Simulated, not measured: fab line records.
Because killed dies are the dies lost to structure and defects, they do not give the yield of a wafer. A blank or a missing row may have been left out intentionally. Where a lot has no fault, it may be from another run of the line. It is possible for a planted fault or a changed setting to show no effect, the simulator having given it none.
Chamber matching / flow nand harc / cmp-04 running NHARC_A_WL_FILL_CMP_12: 4 sister chambers
The step polishes, t overpolish 30 s, target thk 75 nm. 24 wafers are shown with their chamber, then 12 later ones without.

== WAFERS PAIRED WITH THEIR CHAMBERS ==
wafer=L076.1; chamber=1; motor current A (A)=11.6; time to endpoint s (s)=14.3; overpolish run s (s)=29.998
wafer=L076.2; chamber=2; motor current A (A)=11.6; time to endpoint s (s)=14.0; overpolish run s (s)=30.009
wafer=L076.5; chamber=1; motor current A (A)=11.4; time to endpoint s (s)=16.1; overpolish run s (s)=29.989
wafer=L080.3; chamber=1; motor current A (A)=11.3; time to endpoint s (s)=11.9; overpolish run s (s)=29.990
wafer=L080.5; chamber=2; motor current A (A)=12.0; time to endpoint s (s)=10.6; overpolish run s (s)=29.999
wafer=L080.6; chamber=1; motor current A (A)=11.5; time to endpoint s (s)=12.9; overpolish run s (s)=29.991
wafer=L077.1; chamber=0; motor current A (A)=11.2; time to endpoint s (s)=13.5; overpolish run s (s)=30.001
wafer=L077.5; chamber=3; motor current A (A)=13.0; time to endpoint s (s)=8.8; overpolish run s (s)=30.012
wafer=L077.6; chamber=2; motor current A (A)=12.4; time to endpoint s (s)=14.9; overpolish run s (s)=29.992
wafer=L078.2; chamber=0; motor current A (A)=10.7; time to endpoint s (s)=17.1; overpolish run s (s)=30.007
wafer=L078.3; chamber=2; motor current A (A)=11.2; time to endpoint s (s)=14.9; overpolish run s (s)=29.998
wafer=L078.4; chamber=3; motor current A (A)=12.4; time to endpoint s (s)=14.1; overpolish run s (s)=30.004
wafer=L078.1; chamber=1; motor current A (A)=11.5; time to endpoint s (s)=16.8; overpolish run s (s)=30.003
wafer=L078.5; chamber=1; motor current A (A)=11.8; time to endpoint s (s)=19.0; overpolish run s (s)=29.998
wafer=L078.6; chamber=0; motor current A (A)=11.1; time to endpoint s (s)=17.1; overpolish run s (s)=30.003
wafer=L081.2; chamber=3; motor current A (A)=12.3; time to endpoint s (s)=11.9; overpolish run s (s)=29.993
wafer=L081.4; chamber=1; motor current A (A)=11.5; time to endpoint s (s)=15.9; overpolish run s (s)=30.006
wafer=L081.5; chamber=2; motor current A (A)=12.0; time to endpoint s (s)=11.9; overpolish run s (s)=30.010
wafer=L085.1; chamber=2; motor current A (A)=11.5; time to endpoint s (s)=18.0; overpolish run s (s)=30.019
wafer=L085.2; chamber=1; motor current A (A)=11.2; time to endpoint s (s)=17.1; overpolish run s (s)=29.995
wafer=L085.4; chamber=0; motor current A (A)=11.2; time to endpoint s (s)=18.9; overpolish run s (s)=30.009
wafer=L086.1; chamber=3; motor current A (A)=12.1; time to endpoint s (s)=15.3; overpolish run s (s)=30.003
wafer=L086.4; chamber=2; motor current A (A)=12.1; time to endpoint s (s)=14.7; overpolish run s (s)=29.997
wafer=L086.5; chamber=2; motor current A (A)=11.9; time to endpoint s (s)=14.8; overpolish run s (s)=30.011

SIGNATURES (averages over the wafers above)
reading=motor current A; chamber 0=11.050; chamber 1=11.475; chamber 2=11.838; chamber 3=12.450; scatter within a chamber=0.306
reading=time to endpoint s; chamber 0=16.650; chamber 1=15.500; chamber 2=14.225; chamber 3=12.525; scatter within a chamber=2.37
reading=overpolish run s; chamber 0=30.00500; chamber 1=29.99625; chamber 2=30.00437; chamber 3=30.00300; scatter within a chamber=0.00734
Rule: for a wafer and a chamber, the distance is found by dividing, reading by reading, the gap between the wafer's reading and the chamber's mean by the reading's scatter, squaring, summing and taking the root. If the next closest chamber is less than 2 further off than the closest, the wafer can't be placed; otherwise it belongs to the closest. The scatter is the square root of a quotient: the sum, over the shown wafers, of each reading's squared deviation from its chamber's mean, divided by wafers minus chambers.

== WAFERS WITH NO CHAMBER GIVEN ==
wafer=L087.1; motor current A (A)=11.7; time to endpoint s (s)=14.3; overpolish run s (s)=30.016
wafer=L087.2; motor current A (A)=11.8; time to endpoint s (s)=12.9; overpolish run s (s)=29.996
wafer=L087.4; motor current A (A)=11.7; time to endpoint s (s)=12.8; overpolish run s (s)=29.994
wafer=L091.2; motor current A (A)=11.3; time to endpoint s (s)=14.9; overpolish run s (s)=29.985
wafer=L091.3; motor current A (A)=11.7; time to endpoint s (s)=13.2; overpolish run s (s)=29.989
wafer=L091.6; motor current A (A)=11.0; time to endpoint s (s)=14.4; overpolish run s (s)=30.005
wafer=L092.1; motor current A (A)=10.9; time to endpoint s (s)=14.3; overpolish run s (s)=29.992
wafer=L092.3; motor current A (A)=12.1; time to endpoint s (s)=14.0; overpolish run s (s)=29.987
wafer=L092.4; motor current A (A)=11.3; time to endpoint s (s)=15.7; overpolish run s (s)=29.996
wafer=L097.1; motor current A (A)=12.1; time to endpoint s (s)=15.6; overpolish run s (s)=29.992
wafer=L097.2; motor current A (A)=11.6; time to endpoint s (s)=15.8; overpolish run s (s)=30.003
wafer=L097.4; motor current A (A)=11.3; time to endpoint s (s)=16.6; overpolish run s (s)=29.996

== WHICH CHAMBER EACH ONE RAN IN ==
wafer=L087.1; from the rows above=can't be placed: 2 or 0 or 1 or 3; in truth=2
wafer=L087.2; from the rows above=can't be placed: 2 or 1 or 3 or 0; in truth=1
wafer=L087.4; from the rows above=can't be placed: 1 or 2 or 3 or 0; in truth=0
wafer=L091.2; from the rows above=can't be placed: 1 or 0 or 2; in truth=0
wafer=L091.3; from the rows above=can't be placed: 1 or 2 or 3 or 0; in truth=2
wafer=L091.6; from the rows above=can't be placed: 0 or 1 or 2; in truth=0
wafer=L092.1; from the rows above=can't be placed: 1 or 0 or 2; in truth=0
wafer=L092.3; from the rows above=can't be placed: 1 or 2 or 3 or 0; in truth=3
wafer=L092.4; from the rows above=can't be placed: 1 or 0 or 2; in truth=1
wafer=L097.1; from the rows above=can't be placed: 2 or 1 or 3 or 0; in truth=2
wafer=L097.2; from the rows above=can't be placed: 1 or 2 or 0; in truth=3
wafer=L097.4; from the rows above=can't be placed: 1 or 0 or 2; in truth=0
0 of 12 placed correctly. From these rows, 12 cannot be placed; in 11 the true chamber is one of the candidates. Placed wrongly: 0.
